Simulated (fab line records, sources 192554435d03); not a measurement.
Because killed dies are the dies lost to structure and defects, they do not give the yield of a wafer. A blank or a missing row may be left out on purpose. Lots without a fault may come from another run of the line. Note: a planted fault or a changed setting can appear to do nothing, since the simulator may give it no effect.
Comparing a struck lot with a sound one || flow n5_finfet || 36 out of 1938 route steps
Sound: the wafers L884.1, L884.2, L884.6. Struck: wafer L879.4 (L879.1, L879.3, from the same lot, were not struck and are left out); the cause is given at the end.
Per side, at each step with rows, come the tool, then ch with its chambers, and then its first start. Under that, the readings that differ: sound wafers || struck wafers || difference of the means || sigmas: that difference in standard deviations of wafers without a fault.
alike: a reading whose means differ by less than 2 such deviations, as well as words and numbers matching on both sides. not compared: withheld readings; readings where some wafer has no value; bounds like >300 that might hide an equal value; numbers whose values overlap and for which the record gives no deviation.
A row with sigmas, a row that says differs or no value, or rows on one side alone: a step with any of these is where the two part. Numbers that have no deviation but don't overlap get no sigmas and don't part them. A reading missing from all wafers of one side parts the sides only when that side holds two or more wafers.

first, 8 steps without rows for these wafers: N5_BEOL_M5_ANNEAL_51 (time 90 s); N5_BEOL_M5_CMP_52 (polishes, stops on SiCOH lowk, t overpolish 6.9 s, target thk 62 nm); N5_BEOL_M5_PRE_CLEAN_77 (time 15 s); N5_BEOL_M5_CO_CAP_78 (material Co, precursor CCTBA/H2, target thk 2 nm, time 102.1 s); N5_BEOL_M5_PRE_CLEAN_55 (time 15 s); N5_BEOL_M5_DEP_56 (deposits SiCN from 3MS/NH3, target thk 8 nm, time 14 s); N5_BEOL_M6_ILD_DEP_00 (deposits SiCOH lowk from DEMS/porogen, target thk 179.75 nm, time 33.4 s); N5_BEOL_M6_CURE_74 (cures SiCOH lowk, time 240 s).
N5_BEOL_M6_PECVD_70: deposits SiO2 from TEOS/O2, target thk 20 nm, time 22.7 s.
  sound on pecvd-02 ch 0,1, day 13 08:34; struck on pecvd-04 ch 0, day 12 10:10
{"reading": "showerhead_vpp_V (V)", "sound": "1381 1313 1279", "struck": 1208, "difference": -116, "sigmas": -2}
{"reading": "model.SiO2_of_BEOL_M6_PECVD_70.thk_nm (nm)", "sound": "19.8 20 20.4", "struck": 33.4, "difference": "+13.3", "sigmas": ""}
  alike: chamber_pressure_Torr, heater_power_w, showerhead_plenum_p_Torr, throttle_valve_pct
then, 25 steps without rows for these wafers: N5_BEOL_M6_HM_DEP_02 (deposits TiN, target thk 20 nm); N5_BEOL_M6_COAT_59 (time 60 s, resist thk 100 nm); N5_BEOL_M6_COAT_60 (time 60 s, resist thk 35 nm); N5_BEOL_M6_COAT_05 (resist thk 90 nm); N5_BEOL_M6_EBR_07; N5_BEOL_M6_SOFTBAKE_06 (time 60 s); N5_BEOL_M6_EXPOSE_08 (exposes mask M6); N5_BEOL_M6_PEB_09 (peb time 60 s); N5_BEOL_M6_DEVELOP_10 (develop time 30 s); N5_BEOL_M6_DESCUM_16 (chemistry O2, time 7.9 s); N5_BEOL_M6_ETCH_61 (etches SiARC in CF4, target depth 45.5 nm, time 75.8 s); N5_BEOL_M6_ETCH_62 (etches SOC in N2/H2, target depth 110 nm, overetch 22 nm, time 165 s); N5_BEOL_M6_STRIP_68 (strips in N2/H2); N5_BEOL_M6_STRIP_67 (strips in CF4); N5_BEOL_M6_HM_OPEN_17 (chemistry Cl2/BCl3, target TiN, target depth 20 nm, overetch 6 nm); N5_BEOL_M6_STRIP_19 (strips in O2); N5_BEOL_M6_COAT_63 (time 60 s, resist thk 60 nm); N5_BEOL_M6_COAT_64 (time 60 s, resist thk 12 nm); N5_BEOL_M6_COAT_71 (time 60 s, resist thk 5 nm); N5_BEOL_M6_COAT_22 (resist thk 30 nm); N5_BEOL_M6_EBR_24; N5_BEOL_M6_SOFTBAKE_23 (time 60 s); N5_BEOL_M6_EXPOSE_25 (exposes mask V5, target cd 40 nm); N5_BEOL_M6_PEB_26 (peb time 60 s); N5_BEOL_M6_DEVELOP_27 (develop time 30 s).
N5_BEOL_M6_HM_STRIP_39: strips TiN in peroxide tin strip, target depth 25 nm, time 158 s.
  sound on wet_bench-06 ch 0,1,4, day 13 13:10; struck on wet_bench-05 ch 6, day 12 13:26
{"reading": "model.SiO2_of_BEOL_M6_PECVD_70.thk_nm (nm)", "sound": "19.6 19.8 20.2", "struck": 33.2, "difference": "+13.3", "sigmas": ""}
  alike: bath_guard_temp_C
N5_BEOL_M6_CMP_52: polishes, stops on SiCOH lowk, t overpolish 6.9 s, target thk 80 nm.
  sound on cmp-03 ch 1,2,3, day 13 15:01; struck on cmp-04 ch 3, day 12 17:30
{"reading": "barrier_field_endpoint_s (s)", "sound": "27.4 28.6 28.5", "struck": 46.3, "difference": "+18.1", "sigmas": "+23"}
{"reading": "motor_current_A (A)", "sound": "5.6 5.2 5.8", "struck": 7.5, "difference": "+2.0", "sigmas": "+4"}
{"reading": "overpolish_run_s (s)", "sound": "6.903 6.892 6.916", "struck": 0.369, "difference": -6.535, "sigmas": "-99 or more"}
  alike: edge_zone_pressure_frac

== WHERE THEY PART ==
First at N5_BEOL_M6_PECVD_70; last, within this record, at N5_BEOL_M6_CMP_52.

WHY: what the simulator had put in
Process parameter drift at N5_BEOL_M6_PECVD_70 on pecvd-04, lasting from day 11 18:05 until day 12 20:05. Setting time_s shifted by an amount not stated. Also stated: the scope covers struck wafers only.
